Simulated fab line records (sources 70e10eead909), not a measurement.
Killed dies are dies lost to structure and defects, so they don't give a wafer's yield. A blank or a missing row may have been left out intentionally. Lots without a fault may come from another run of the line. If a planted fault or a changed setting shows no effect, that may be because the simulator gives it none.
Struck lot and sound lot, side by side    flow nand_harc    43 out of 1159 route steps
Sound: the wafers L468.2, L468.3, L468.6. Struck: wafers L481.1, L481.2, L481.3. The cause comes at the end.
Per side, at each step with rows, come the tool, then ch with its chambers, and then its first start. Under that, the readings that differ: sound wafers    struck wafers    difference of the means    sigmas: that difference in standard deviations of wafers without a fault.
alike: same words and numbers on both sides, and readings whose means sit less than 2 such deviations apart. not compared: any withheld reading, any reading some wafer has no value for, any bound like >300 that may hide the same value, and any number with overlapping values for which the record gives no deviation.
A row with sigmas, a row that says differs or no value, or rows on one side alone: a step with any of these is where the two part. When numbers do not overlap yet have no deviation, they are printed without sigmas and do not part them. A reading missing from all wafers of one side parts the sides only when that side holds two or more wafers.

first, 2 steps without rows for these wafers: NHARC_A_CONTACT_PEB_40 (peb time 65 s); NHARC_A_CONTACT_DEVELOP_41 (develop time 35 s).
NHARC_A_CONTACT_CD_MEAS_42 targets a cd of 200 nm.
  sound on cd_sem-03 ch 0, day 17 06:16; struck on cd_sem-03 ch 0, day 20 18:56
  alike: cd_nm
NHARC_A_CONTACT_OVL_MEAS_43:
  sound: overlay-02 at day 17 06:22; struck: overlay-02 at day 20 19:02
reading            sound        struck          difference  sigmas
overlay_x_nm (nm)  1.6 2.6 1.7  -2.1 -2.4 -2.0  -4.1        -3
  alike: overlay_y_nm
NHARC_A_CONTACT_INSPECT_44:
  sound: defect_inspect-02 at day 17 06:23; struck: defect_inspect-01 at day 20 19:04
  alike: raw_defect_count
NHARC_A_CONTACT_DESCUM_47: chemistry O2, time 3 s.
  sound on rie_diel-03 ch 1,2, day 17 06:27; struck on rie_diel-03 ch 1,2,3, day 20 19:08
  alike: drypump_motor_current_A, oes_product_au, rf_vpp_V, showerhead_plenum_p_Torr, throttle_valve_pct
  not compared: rf_hours_counter_h
NHARC_A_CONTACT_ETCH_48: etches the open film in CF4, target depth 39 nm, time 65 s.
  sound on rie_diel-03 ch 1,2,3, day 17 06:35; struck on rie_diel-03 ch 1,2,3, day 20 19:13
  alike: drypump_motor_current_A, oes_product_au, rf_vpp_V, showerhead_plenum_p_Torr, throttle_valve_pct
  not compared: rf_hours_counter_h
then, 5 steps without rows for these wafers: NHARC_A_CONTACT_ETCH_49 (etches the open film in N2/H2, target depth 260 nm, time 475.3 s); NHARC_A_CONTACT_ETCH_50 (etches the open film in CF4/CHF3, target depth 84.7 nm, time 42.4 s); NHARC_A_CONTACT_ETCH_51 (etches the open film in O2/COS, target depth 3600 nm, time 936 s); NHARC_A_CONTACT_ETCH_111 (etches the open film in C4F8/O2/Ar, time 140 s, target depth 700 nm); NHARC_A_CONTACT_ETCH_112 (etches the open film in C4F8/O2/Ar, time 94 s, target depth 922 nm).
NHARC_A_CONTACT_ETCH_113: etches the open film in C4F8/O2/Ar, time 94 s, target depth 922 nm.
  sound on har_cap_etch-01 ch 0,1, day 17 08:10; struck on har_cap_etch-02 ch 0,1, day 20 20:41
  not compared: rf_hours_counter_h
then, 1 step without rows for these wafers: NHARC_A_CONTACT_ETCH_114 (etches the open film in C4F8/O2/Ar, time 94 s, target depth 922 nm).
NHARC_A_CONTACT_ETCH_115: etches the open film in C4F8/O2/Ar, time 94 s, target depth 922 nm.
  sound on har_cap_etch-01 ch 0,1, day 17 08:21; struck on har_cap_etch-02 ch 0,1, day 20 20:52
  not compared: rf_hours_counter_h
then, 1 step without rows for these wafers: NHARC_A_CONTACT_ETCH_116 (etches the open film in C4F8/O2/Ar, time 94 s, target depth 922 nm).
NHARC_A_CONTACT_ETCH_117: etches the open film in C4F8/O2/Ar, time 94 s, target depth 922 nm.
  sound on har_cap_etch-01 ch 0,1, day 17 08:32; struck on har_cap_etch-02 ch 0,1, day 20 21:02
  not compared: rf_hours_counter_h
then, 4 steps without rows for these wafers: NHARC_A_CONTACT_ETCH_118 (etches the open film in C4F8/O2/Ar, time 94 s, target depth 922 nm); NHARC_A_CONTACT_ETCH_119 (etches the open film in C4F8/O2/Ar, time 94 s, target depth 922 nm); NHARC_A_CONTACT_ETCH_120 (etches the open film in C4F8/O2/Ar, time 94 s, target depth 922 nm); NHARC_A_CONTACT_ETCH_121 (etches the open film in C4F8/O2/Ar, time 94 s, target depth 922 nm).
NHARC_A_CONTACT_ETCH_122: etches the open film in C4F8/O2/Ar, time 95 s, target depth 930 nm.
  sound on har_cap_etch-01 ch 0,1, day 17 08:59; struck on har_cap_etch-02 ch 0,1, day 20 21:29
  not compared: rf_hours_counter_h
then, 3 steps without rows for these wafers: NHARC_A_CONTACT_ETCH_123 (etches the open film in C4F8/O2/Ar, time 253 s, target depth 1090 nm); NHARC_A_CONTACT_ETCH_90 (etches the open film in CH3F/O2, target depth 40 nm, time 85.7 s); NHARC_A_CONTACT_ETCH_96 (etches the open film in C4F6/O2, target depth 20 nm, time 10 s).
NHARC_A_CONTACT_CD_MEAS_53:
  sound: cd_sem-03 at day 17 09:53; struck: cd_sem-02 at day 20 22:36
  alike: cd_nm
then, 16 steps without rows for these wafers: NHARC_A_CONTACT_STRIP_99 (strips in N2/H2); NHARC_A_CONTACT_STRIP_100 (strips in CF4/CHF3); NHARC_A_CONTACT_STRIP_101 (strips in O2/COS); NHARC_A_CONTACT_ETCH_102 (etches the open film in CF4/O2, target depth 70 nm, overetch 7 nm, time 38.5 s); NHARC_A_CONTACT_STRIP_55 (strips in O2); NHARC_A_CONTACT_STRIP_56 (strips in post etch residue remover, time 600 s); NHARC_A_CONTACT_DEP_57 (deposits aC, target thk 2800 nm); NHARC_A_CONTACT_DEP_58 (deposits SiON, target thk 60 nm); NHARC_A_CONTACT_DEHYDRATE_59 (time 120 s); NHARC_A_CONTACT_HMDS_60 (time 30 s); NHARC_A_CONTACT_COAT_61 (time 75 s); NHARC_A_CONTACT_COAT_62 (time 65 s); NHARC_A_CONTACT_COAT_63 (resist thk 90 nm); NHARC_A_CONTACT_SOFTBAKE_64 (time 55 s); NHARC_A_CONTACT_EBR_65; NHARC_A_CONTACT_EXPOSE_66 (exposes mask A CC 2).
-- record jumps: 3 days between struck wafers' starts before vs after; left off in module A_CONTACT, resumes in module END, first step shown is number 1159 of the route --
NHARC_END_SORT_01:
  here the record holds rows for the struck wafers (prober-01 ch 0, day 23 22:28) but none for the sound ones

== WHERE THEY PART ==
Last at NHARC_END_SORT_01 as far as this record goes, first at NHARC_A_CONTACT_OVL_MEAS_43.

WHY: what the simulator had put in
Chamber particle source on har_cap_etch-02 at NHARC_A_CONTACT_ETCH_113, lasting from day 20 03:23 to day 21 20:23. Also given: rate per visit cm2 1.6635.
